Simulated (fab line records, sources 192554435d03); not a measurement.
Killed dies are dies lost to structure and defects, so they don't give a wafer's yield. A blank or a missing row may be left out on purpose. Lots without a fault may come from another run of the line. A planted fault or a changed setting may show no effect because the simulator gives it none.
Chamber matching | flow n5_finfet | N5_BEOL_M11_ETCH_61 on rie_diel-04: 4 sister chambers
The step etches SiARC in CF4, target depth 39 nm, time 65 s. 4 wafers are shown with their chamber, then 8 later ones without.

WAFERS WITH THEIR CHAMBER
wafer  | chamber | showerhead_plenum_p_Torr (Torr)
L080.5 | 0       | 2.10
L083.2 | 3       | 2.21
L083.3 | 2       | 2.04
L087.1 | 1       | 2.09

WAFERS WITHOUT THEIR CHAMBER
wafer  | showerhead_plenum_p_Torr (Torr)
L087.2 | 2.21
L087.5 | 2.10
L095.1 | 2.09
L095.4 | 2.09
L095.6 | 2.04
L097.1 | 2.04
L097.3 | 2.08
L097.6 | 2.08

WHICH CHAMBER EACH WENT THROUGH
wafer  | from the rows above | in truth
L087.2 | 3                   | 3
L087.5 | 0                   | 0
L095.1 | 1                   | 1
L095.4 | 1                   | 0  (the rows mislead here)
L095.6 | 2                   | 2
L097.1 | 2                   | 2
L097.3 | 1                   | 1
L097.6 | 1                   | 1
Placed correctly: 7 of 8. Can't be placed from these rows: 0. Placed wrongly: 1.
How it was worked out, from the rows above alone: a wafer's distance from a chamber is the root of the sum, over the readings, of the square of ((its reading less the chamber's mean) divided by the reading's scatter). The wafer belongs to the nearest chamber; if the next one is less than 2 further off, it can't be placed. A chamber's mean is the mean of its shown wafers. The scatter: with one shown wafer a chamber, the root of the mean of the squares of how far each hidden wafer lies from its nearest shown one.
